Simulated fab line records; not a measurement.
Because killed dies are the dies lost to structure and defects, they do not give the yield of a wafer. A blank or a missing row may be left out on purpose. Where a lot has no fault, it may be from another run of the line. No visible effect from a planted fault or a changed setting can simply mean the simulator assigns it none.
fab line records -- flow n5_finfet
record: lots: 10, wafers: 30, last_day: 17
route steps=1938 shown BEOL_M1@790 TV_OPEN@1889 PASSIVATION@1906
lots with no fault: from the same line, run without faults
start_h: the number of hours between the record's first day and the start of the first shown wafer of the lot -- wait_h: hours since the lot's step before -- " as in the row above -- L1.1+2: one row covering several wafers at once -- - value missing, or start not given -- * or withheld: withheld -- < > ~ a bound
route shown NAME@n: names a module that has steps shown in the file, with the first one's number in the route -- usual: mean and standard deviation over wafers with no fault -- same: alike in all rows -- chamber/n: place in a boat -- sites: per-site readings -- _std_site: standard deviation across them -- _edge_site: the outer-site mean with the inner-site mean subtracted -- radius_mm: for every site, how far away it sits from the centre of the wafer -- mask NAME#n: copy n -- behind: the last tool/chamber to shape the wafer -- hold: reason for holding the lot/hours on hold/outcome of the hold -- device: the transistor (n, p or np) that didn't switch -- end of line: the same wafers' tests at the end of the route -- a step without rows: its recipe alone -- killed: at the first sort, the dies lost to defects and structure; wafer yield is something else -- map: a wafer's dies, x killed, . not, _ none there
set.NAME: the run value of the setting; set.NAME@STEP: its run value at that earlier step -- model.NAME: the simulator's own value behind a step, which no gauge read
the route's steps for a sample of lots (tables are steps, rows are wafers)
services: the hour from which a tool's chamber was out of use, counted from the record's first day as start_h (under 0 if before that day), plus the number of hours and why
== steps ==
step: N5_BEOL_M1_ETCH_77
recipe: chemistry: N2/H2, target: underlayer, target_depth_a: 65, mask_material: CAR-EUV, time_s: 5.2, ion_energy_ev: 200, pressure_mtorr: 30, source_w: 840, bias_w: 150, n2_flow_sccm: 200, h2_flow_sccm: 200, ends: cleared
usual: drypump_motor_current_A: 5.8/0.47, etch_rf_on_time_s: 5.23/0.068, oes_product_au: 0.64/0.054, rf_vpp_V: 525/3, showerhead_plenum_p_Torr: 2.58/0.1, throttle_valve_pct: 18.02/0.19
lot.wafer,tool,chamber,start_h,wait_h,drypump_motor_current_A,etch_rf_on_time_s,oes_product_au,rf_hours_counter_h,rf_vpp_V,showerhead_plenum_p_Torr,throttle_valve_pct
L329.1,rie_diel-02,0,123.85,0.0,6.1,5.15,0.63,162,522,2.43,18.01
L329.4,rie_diel-02,3,123.85,0.0,6.3,5.20,0.58,240,518,2.39,17.85
L329.5,rie_diel-02,1,123.85,0.0,5.5,5.17,0.64,-,526,2.64,17.89
L330.1,rie_diel-02,3,130.20,0.0,6.2,5.30,0.57,243,520,2.39,17.87
L330.4,rie_diel-02,1,130.20,0.0,5.5,5.17,0.64,172,526,2.64,17.87
L330.6,rie_diel-02,0,130.20,0.0,6.2,5.14,0.63,-,521,2.43,17.97
L333.1,rie_diel-02,3,140.81,0.0,6.2,5.12,0.59,246,517,2.39,17.90
L333.3,rie_diel-02,1,140.81,0.0,5.5,5.16,0.65,176,526,2.64,17.83
L333.6,rie_diel-02,0,140.81,0.0,6.2,5.17,0.63,-,521,2.43,18.00
L334.1,rie_diel-05,2,156.02,0.0,6.1,5.17,0.60,209,526,2.63,17.94
L334.2,rie_diel-05,3,156.02,0.0,6.5,5.25,0.64,167,527,2.63,18.29
L334.4,rie_diel-05,0,156.02,0.0,5.5,5.11,0.65,164,528,2.65,17.89
L336.2,rie_diel-02,0,165.21,0.0,6.2,5.20,0.62,175,521,2.42,18.03
L336.5,rie_diel-02,1,165.21,0.0,5.5,5.22,0.64,-,525,2.64,17.87
L336.6,rie_diel-02,0,165.21,0.0,6.2,5.19,0.62,-,521,2.43,18.02
L338.1,rie_diel-05,2,179.12,0.0,6.1,5.24,0.61,216,527,2.63,17.96
L338.2,rie_diel-05,0,179.12,0.0,5.5,5.17,0.65,170,526,2.65,17.91
L338.3,rie_diel-05,3,179.12,0.0,6.6,5.20,0.64,173,527,2.63,18.31
L339.1,rie_diel-02,0,186.55,0.0,6.2,5.12,0.62,181,519,2.42,18.04
L339.5,rie_diel-02,2,186.55,0.0,5.3,5.27,0.65,-,529,2.65,17.97
L339.6,rie_diel-02,1,186.55,0.0,5.5,5.15,0.62,-,526,2.63,17.91
L340.3,rie_diel-02,2,191.10,0.0,5.3,5.25,0.64,141,527,2.65,17.96
L340.5,rie_diel-02,1,191.10,0.0,5.5,5.18,0.62,-,528,2.63,17.90
L340.6,rie_diel-02,2,191.10,0.0,5.3,5.25,0.64,-,526,2.65,17.96
L346.2,rie_diel-02,2,225.93,0.0,5.3,5.31,0.63,151,525,2.64,17.96
L346.4,rie_diel-02,0,225.93,0.0,6.1,5.22,0.61,194,520,2.42,18.07
L346.6,rie_diel-02,2,225.93,0.0,5.3,5.34,0.63,-,525,2.64,17.97
L348.1,rie_diel-05,2,239.79,0.0,6.1,5.31,0.59,235,527,2.62,17.98
L348.3,rie_diel-05,3,239.79,0.0,6.6,5.30,0.62,192,526,2.62,18.37
L348.5,rie_diel-05,1,239.79,0.0,6.3,5.20,0.66,-,518,2.34,18.08
step: N5_PASSIVATION_STRIP_14
recipe: chemistry: O2, power_w: 600, temp_c: 60, pressure_mtorr: 30, rf_frequency_hz: 6e+07, bias_power_w: 0, overash_fraction: 0.5, o2_flow_sccm: 225
usual: drypump_motor_current_A: 5.8/0.46, oes_product_au: 0.79/0.099, rf_vpp_V: 3.7/0.99, showerhead_plenum_p_Torr: 2.11/0.087, throttle_valve_pct: 16.77/0.23
lot.wafer,tool,chamber,start_h,wait_h,drypump_motor_current_A,oes_product_au,rf_hours_counter_h,rf_vpp_V,showerhead_plenum_p_Torr,throttle_valve_pct
L329.1,rie_diel-05,3,276.56,0.1,6.5,0.73,203,2.9,2.16,17.12
L329.4,rie_diel-05,2,276.56,0.1,6.1,0.70,246,1.1,2.15,16.83
L329.5,rie_diel-05,2,276.56,0.1,6.1,0.69,-,4.1,2.15,16.82
L330.1,rie_diel-06,0,277.30,0.1,5.0,0.83,73,4.0,2.12,16.69
L330.4,rie_diel-06,1,277.30,0.1,5.4,0.68,235,3.6,2.06,16.89
L330.6,rie_diel-06,0,277.30,0.1,4.9,0.83,-,3.1,2.12,16.69
L333.1,rie_diel-02,0,281.51,0.1,6.2,0.70,210,2.4,1.99,16.93
L333.3,rie_diel-02,1,281.51,0.1,5.5,0.73,221,3.2,2.16,16.66
L333.6,rie_diel-02,2,281.51,0.1,5.3,0.73,-,6.2,2.18,16.90
L334.1,rie_diel-02,1,292.56,0.1,5.5,0.73,225,3.7,2.16,16.66
L334.2,rie_diel-02,2,292.56,0.1,5.3,0.73,172,2.7,2.18,16.90
L334.4,rie_diel-02,0,292.56,0.1,6.2,0.70,214,2.5,1.99,16.89
L338.1,rie_diel-06,1,314.76,0.1,5.3,0.68,246,4.5,2.06,16.93
L338.2,rie_diel-06,0,314.76,0.1,5.0,0.83,82,2.9,2.12,16.70
L338.3,rie_diel-06,3,314.76,0.1,5.7,0.98,5,6.6,2.14,16.66
L336.2,rie_diel-06,2,316.28,0.1,5.9,0.94,23,3.7,2.14,16.52
L336.5,rie_diel-06,1,316.28,0.1,5.4,0.69,-,4.1,2.06,16.91
L336.6,rie_diel-06,2,316.28,0.1,5.9,0.93,-,3.9,2.14,16.51
L339.1,rie_diel-06,0,333.86,0.1,4.9,0.83,87,3.7,2.12,16.70
L339.5,rie_diel-06,3,333.86,0.1,5.7,0.96,-,2.7,2.14,16.65
L339.6,rie_diel-06,2,333.86,0.1,5.9,0.92,-,4.3,2.14,16.55
L340.3,rie_diel-05,2,340.63,0.1,6.1,0.96,4,2.4,2.15,16.42
L340.5,rie_diel-05,3,340.63,0.1,6.6,0.69,-,2.8,2.15,17.15
L340.6,rie_diel-05,2,340.63,0.1,6.1,0.96,-,2.0,2.15,16.42
L346.2,rie_diel-05,2,383.09,0.1,6.1,0.91,18,4.0,2.14,16.40
L346.4,rie_diel-05,1,383.09,0.1,6.2,0.73,183,2.8,1.92,16.91
L346.6,rie_diel-05,0,383.09,0.1,5.5,0.70,-,2.7,2.16,16.90
L348.1,rie_diel-06,1,392.25,0.1,5.4,0.94,10,3.6,2.05,16.49
L348.3,rie_diel-06,3,392.25,0.1,5.6,0.92,29,6.0,2.13,16.67
L348.5,rie_diel-06,3,392.25,0.1,5.6,0.92,-,4.1,2.13,16.70
step: N5_PASSIVATION_OVL_MEAS_63
recipe: points_per_wafer: 44
usual: PAD_OVL: 1/5
lot.wafer,tool,chamber,start_h,wait_h,PAD_OVL[nm]
L329.1,overlay-02,0,278.02,0.0,-1
L329.4,overlay-02,0,278.02,0.0,0
L329.5,overlay-02,0,278.02,0.0,-2
L330.1,overlay-02,0,278.36,0.0,-5
L330.4,overlay-02,0,278.36,0.0,4
L330.6,overlay-02,0,278.36,0.0,2
L333.1,overlay-02,0,282.77,0.0,-3
L333.3,overlay-02,0,282.77,0.0,-5
L333.6,overlay-02,0,282.77,0.0,7
L334.1,overlay-01,0,293.93,0.0,-11
L334.2,overlay-01,0,293.93,0.0,-7
L334.4,overlay-01,0,293.93,0.0,2
L338.1,overlay-01,0,316.10,0.0,5
L338.2,overlay-01,0,316.10,0.0,1
L338.3,overlay-01,0,316.10,0.0,3
L336.2,overlay-01,0,317.97,0.0,-6
L336.5,overlay-01,0,317.97,0.0,-4
L336.6,overlay-01,0,317.97,0.0,-5
L339.1,overlay-02,0,334.92,0.0,6
L339.5,overlay-02,0,334.92,0.0,8
L339.6,overlay-02,0,334.92,0.0,7
L340.3,overlay-02,0,341.55,0.0,-2
L340.5,overlay-02,0,341.55,0.0,3
L340.6,overlay-02,0,341.55,0.0,0
L346.2,overlay-02,0,384.40,0.0,0
L346.4,overlay-02,0,384.40,0.0,0
L346.6,overlay-02,0,384.40,0.0,3
L348.1,overlay-02,0,393.16,0.0,-7
L348.3,overlay-02,0,393.16,0.0,-4
L348.5,overlay-02,0,393.16,0.0,-12
step: N5_PASSIVATION_ETCH_54
recipe: chemistry: CHF3/O2, target: SiO2, target_depth_a: 8800, CHF3_flow_sccm: 50, O2_flow_sccm: 5, Ar_flow_sccm: 200, time_s: 440, mask_material: PR, pressure_mtorr: 30, source_w: 650, bias_w: 170, ion_energy_ev: 200
usual: drypump_motor_current_A: 5.8/0.42, oes_product_au: 0.79/0.081, rf_vpp_V: 526/4.3, showerhead_plenum_p_Torr: 2.39/0.075, throttle_valve_pct: 18.76/0.26
lot.wafer,tool,chamber,start_h,wait_h,drypump_motor_current_A,oes_product_au,rf_hours_counter_h,rf_vpp_V,showerhead_plenum_p_Torr,throttle_valve_pct
L329.1,rie_diel-03,0,280.08,0.1,6.1,0.83,69,527,2.34,18.57
L329.4,rie_diel-03,3,280.08,0.1,5.2,0.91,-,524,2.47,18.70
L329.5,rie_diel-03,0,280.08,0.1,6.1,0.84,-,527,2.34,18.57
L330.1,rie_diel-04,1,280.57,0.1,5.6,0.92,19,526,2.46,18.53
L330.4,rie_diel-04,2,280.57,0.1,5.0,0.69,237,522,2.29,18.63
L330.6,rie_diel-04,0,280.57,0.1,5.7,0.78,-,523,2.32,19.09
L333.1,rie_diel-03,3,285.07,0.1,5.2,0.91,18,523,2.46,18.71
L333.3,rie_diel-03,2,285.07,0.1,6.0,0.73,155,532,2.42,18.73
L333.6,rie_diel-03,2,285.07,0.1,6.0,0.74,-,531,2.42,18.73
L334.1,rie_diel-03,3,296.15,0.1,5.2,0.90,21,523,2.46,18.71
L334.2,rie_diel-03,2,296.15,0.1,6.0,0.72,158,531,2.41,18.73
L334.4,rie_diel-03,1,296.15,0.1,5.8,0.97,6,520,2.37,18.70
L338.1,rie_diel-01,3,318.56,0.1,6.4,0.87,53,534,2.54,18.54
L338.2,rie_diel-01,1,318.56,0.1,6.0,0.78,135,532,2.42,18.95
L338.3,rie_diel-01,2,318.56,0.1,6.4,0.72,201,529,2.39,19.35
L336.2,rie_diel-04,0,320.04,0.1,5.7,0.76,147,522,2.31,19.12
L336.5,rie_diel-04,3,320.04,0.1,6.2,0.74,-,529,2.31,18.58
L336.6,rie_diel-04,0,320.04,0.1,5.7,0.76,-,521,2.31,19.15
L339.1,rie_diel-01,1,337.01,0.1,6.0,0.78,142,532,2.42,18.97
L339.5,rie_diel-01,1,337.01,0.1,6.0,0.78,-,532,2.42,18.97
L339.6,rie_diel-01,0,337.01,0.1,5.7,0.70,-,525,2.39,18.66
L340.3,rie_diel-03,0,343.84,0.1,6.1,0.81,90,526,2.34,18.60
L340.5,rie_diel-03,2,343.84,0.1,6.0,0.72,-,532,2.41,18.79
L340.6,rie_diel-03,3,343.84,0.1,5.2,0.87,-,523,2.46,18.75
L346.2,rie_diel-01,3,386.46,0.1,6.4,0.85,76,535,2.53,18.58
L346.4,rie_diel-01,0,386.46,0.1,5.6,0.69,243,524,2.38,18.69
L346.6,rie_diel-01,2,386.46,0.1,6.4,0.70,-,528,2.38,19.38
L348.1,rie_diel-04,2,395.49,0.1,4.9,0.91,20,524,2.57,18.24
L348.3,rie_diel-04,3,395.49,0.1,6.2,0.72,187,529,2.30,18.62
L348.5,rie_diel-04,0,395.49,0.1,5.7,0.74,-,520,2.30,19.16
step: N5_PASSIVATION_PROBE_49
usual: defect_limited_yield: 91.6/1.4, killed_at_M0_to_M3: 35/10, killed_at_M4_up: 13/5.3, killed_at_contacts: 12/5.9, killed_at_front_end: 36/9.9, killed_at_other: 3.2/3, killed_dies: 99/16, killed_on_rim: 13/3.9, killed_open: 66/12, killed_short: 32/7.7, sort_bin_5_function: 4.9/0.91, sort_bin_6_memory: 3.2/0.65, sort_n_pass: 1081/16, sort_yield_pct: 91.6/1.4
same: gross_dies: 1180, killed_at_back_side: 0, sort_bin_4_leakage[%]: 0, sort_bin_8_speed[%]: 0
lot.wafer,tool,chamber,start_h,wait_h,defect_limited_yield[%],killed_at_M0_to_M3,killed_at_M4_up,killed_at_contacts,killed_at_front_end,killed_at_other,killed_dies,killed_on_rim,killed_open,killed_short,sort_bin_5_function[%],sort_bin_6_memory[%],sort_n_pass,sort_yield_pct[%]
L338.1,prober-02,-,321.75,0.0,92.5,24,14,11,39,1,89,8,61,26,4.8,2.5,1091,92.5
L338.2,prober-02,-,321.80,0.1,90.5,36,8,8,57,3,112,21,69,39,6.0,3.1,1068,90.5
L338.3,prober-02,-,321.85,0.1,91.4,26,10,15,49,2,102,12,61,37,5.3,3.0,1078,91.4
L336.5,prober-01,-,323.92,0.2,90.0,37,17,12,47,5,118,22,74,44,5.2,4.7,1062,90.0
L339.1,prober-01,-,340.33,0.6,93.4,18,13,9,38,0,78,8,54,24,3.4,3.0,1102,93.4
L339.5,prober-01,-,340.53,0.8,91.9,26,6,21,41,2,96,13,64,32,4.7,2.9,1084,91.9
L339.6,prober-01,-,340.58,0.8,91.8,28,13,9,45,2,97,15,72,25,5.3,2.6,1083,91.8
L340.3,prober-02,-,346.73,0.1,80.0,165,20,4,44,3,236,34,73,46,11.7,5.1,944,80.0
L340.5,prober-02,-,346.83,0.2,79.4,181,13,2,46,1,243,27,62,36,11.8,4.7,937,79.4
L340.6,prober-02,-,346.88,0.3,80.9,167,16,5,36,1,225,25,67,38,10.9,4.2,955,80.9
L346.2,prober-02,-,389.30,0.1,82.5,142,13,8,40,3,206,28,62,29,10.0,3.6,974,82.5
L346.4,prober-02,-,389.40,0.2,82.5,162,12,6,26,1,207,30,57,31,9.4,4.0,973,82.5
L346.6,prober-02,-,389.50,0.3,83.3,155,10,6,25,1,197,24,48,35,10.8,3.0,983,83.3
killed by level:class
L338.1 MOL_CONTACT_COAG:geometric_particle:open=10 BEOL_M1:geometric_particle:open=9 GATE_CUT:geometric_particle:short=8 STARTING-WAFER:geometric_particle:open=6 FIN_SAQP:geometric_particle:short=5 STI_FIN_REVEAL:geometric_particle:open=5 BEOL_M7:geometric_particle:open=5 BEOL_M3:geometric_particle:open=5
L338.2 FIN_SAQP:geometric_particle:open=18 FIN_SAQP:geometric_particle:short=16 BEOL_M2:geometric_particle:open=7 MOL_CONTACT_COAG:geometric_particle:open=7 BEOL_M1:geometric_particle:open=7 GATE_CUT:geometric_particle:open=5 BEOL_M3:geometric_particle:open=5 BEOL_M0:geometric_particle:short=4
L338.3 FIN_SAQP:geometric_particle:short=14 MOL_CONTACT_COAG:geometric_particle:open=12 BEOL_M3:geometric_particle:open=12 STI_FIN_REVEAL:geometric_particle:open=8 GATE_CUT:geometric_particle:short=8 FIN_SAQP:geometric_particle:open=6 BEOL_M4:geometric_particle:open=5 BEOL_M2:geometric_particle:open=4
L336.5 FIN_SAQP:geometric_particle:open=15 BEOL_M3:geometric_particle:open=12 FIN_SAQP:geometric_particle:short=11 MOL_CONTACT_COAG:geometric_particle:open=10 BEOL_M0_SAQP:geometric_particle:short=7 BEOL_M0_SAQP:geometric_particle:open=7 BEOL_M4:geometric_particle:open=7 BEOL_M1:geometric_particle:open=4
L339.1 MOL_CONTACT_COAG:geometric_particle:open=9 FIN_SAQP:geometric_particle:open=7 STI_FIN_REVEAL:geometric_particle:open=7 FIN_SAQP:geometric_particle:short=5 BEOL_M0_SAQP:geometric_particle:open=5 BEOL_M0_SAQP:geometric_particle:short=5 BEOL_M4:geometric_particle:open=5 GATE_CUT:geometric_particle:open=4
L339.5 MOL_CONTACT_COAG:geometric_particle:open=17 STI_FIN_REVEAL:geometric_particle:open=11 FIN_SAQP:geometric_particle:open=8 FIN_SAQP:geometric_particle:short=7 BEOL_M0_SAQP:geometric_particle:short=7 BEOL_M0_SAQP:geometric_particle:open=5 MOL_CONTACT_COAG:geometric_particle:short=4 BEOL_M4:geometric_particle:open=4
L339.6 STI_FIN_REVEAL:geometric_particle:open=11 FIN_SAQP:geometric_particle:open=10 FIN_SAQP:geometric_particle:short=8 BEOL_M1:geometric_particle:open=7 MOL_CONTACT_COAG:geometric_particle:open=6 BEOL_M0_SAQP:geometric_particle:open=5 BEOL_M2:geometric_particle:open=5 BEOL_M0_SAQP:geometric_particle:short=4
L340.3 BEOL_M1:unspecified=117 BEOL_M0_SAQP:geometric_particle:short=15 STI_FIN_REVEAL:geometric_particle:open=10 BEOL_M0_SAQP:geometric_particle:open=10 BEOL_M4:geometric_particle:open=9 GATE_CUT:geometric_particle:open=8 BEOL_M0:geometric_particle:open=7 BEOL_M1:geometric_particle:open=6
L340.5 BEOL_M1:unspecified=143 STI_FIN_REVEAL:geometric_particle:open=14 FIN_SAQP:geometric_particle:open=12 FIN_SAQP:geometric_particle:short=10 BEOL_M1:geometric_particle:open=8 BEOL_M0_SAQP:geometric_particle:short=7 BEOL_M3:geometric_particle:open=7 BEOL_M0_SAQP:geometric_particle:open=6
L340.6 BEOL_M1:unspecified=117 BEOL_M0_SAQP:geometric_particle:open=13 BEOL_M0_SAQP:geometric_particle:short=10 DUMMY_GATE:geometric_particle:open=8 BEOL_M3:geometric_particle:open=8 STI_FIN_REVEAL:geometric_particle:open=7 BEOL_M4:geometric_particle:open=5 FIN_SAQP:geometric_particle:short=4
L346.2 BEOL_M1:unspecified=114 STI_FIN_REVEAL:geometric_particle:open=13 MOL_CONTACT_COAG:geometric_particle:open=7 FIN_SAQP:geometric_particle:short=6 BEOL_M0_SAQP:geometric_particle:open=6 GATE_CUT:geometric_particle:open=5 BEOL_M0_SAQP:geometric_particle:short=5 BEOL_M1:geometric_particle:open=5
L346.4 BEOL_M1:unspecified=119 BEOL_M0_SAQP:geometric_particle:open=13 BEOL_M1:geometric_particle:open=10 FIN_SAQP:geometric_particle:short=7 BEOL_M3:geometric_particle:open=7 BEOL_M0_SAQP:geometric_particle:short=7 STI_FIN_REVEAL:geometric_particle:open=4 MOL_CONTACT_COAG:geometric_particle:open=4
L346.6 BEOL_M1:unspecified=114 BEOL_M0_SAQP:geometric_particle:short=11 BEOL_M0_SAQP:geometric_particle:open=8 FIN_SAQP:geometric_particle:short=7 STI_FIN_REVEAL:geometric_particle:open=7 BEOL_M2:geometric_particle:open=7 BEOL_M1:geometric_particle:open=4 MOL_CONTACT_COAG:geometric_particle:short=3
== services ==
tool,chamber,start_h,hours,kind
rie_diel-02,1,104.61,8.1,repair
rie_diel-06,-,109.40,0.7,repair
rie_diel-03,-,109.52,28.1,pm
rie_diel-01,0,143.31,8.5,repair
rie_diel-01,3,144.31,29.9,repair
rie_diel-02,-,146.70,2.8,pm
rie_diel-03,2,156.59,4.1,repair
rie_diel-02,3,157.07,-,clean
rie_diel-02,3,157.07,-,consumable_replace:focus_ring
rie_diel-02,3,157.07,-,consumable_replace:showerhead
rie_diel-01,3,179.40,9.7,repair
rie_diel-02,0,180.05,2.6,repair
rie_diel-01,3,189.25,4.4,repair
rie_diel-01,3,218.62,7.3,repair
rie_diel-04,0,264.37,1.6,repair
rie_diel-02,3,265.75,4.8,repair
rie_diel-01,0,279.48,7.2,repair
rie_diel-03,-,290.80,2.8,pm
rie_diel-04,1,291.19,8.4,repair
rie_diel-06,0,294.17,6.8,repair
rie_diel-02,2,312.93,29.5,repair
rie_diel-01,0,329.19,6.6,repair
rie_diel-06,1,360.25,11.1,repair
rie_diel-04,0,362.19,1.7,repair
== key ==
first_sign: step: N5_PASSIVATION_PROBE_49, reading: killed_at_M0_to_M3, direction: up, sigmas: 13, usual: 35, struck: 162
effect: step: N5_PASSIVATION_PROBE_49, reading: defect_limited_yield, direction: down, sigmas: 7.5, usual: 91.6, struck: 81.4
more_kills_born_at: N5_BEOL_M1_ETCH_77@rie_diel-02: 724
met_at N5_BEOL_M1_ETCH_77
struck_lots L340,L346
not_acting_at N5_PASSIVATION_STRIP_14,N5_PASSIVATION_OVL_MEAS_63,N5_PASSIVATION_ETCH_54
onset_between 186.55 191.10
fault: kind: chamber_particle_source, tool: rie_diel-02, chamber: -, onset_h: 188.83, steps: N5_BEOL_M1_ETCH_77, rate_per_visit_cm2: 1.6796, end_h: 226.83
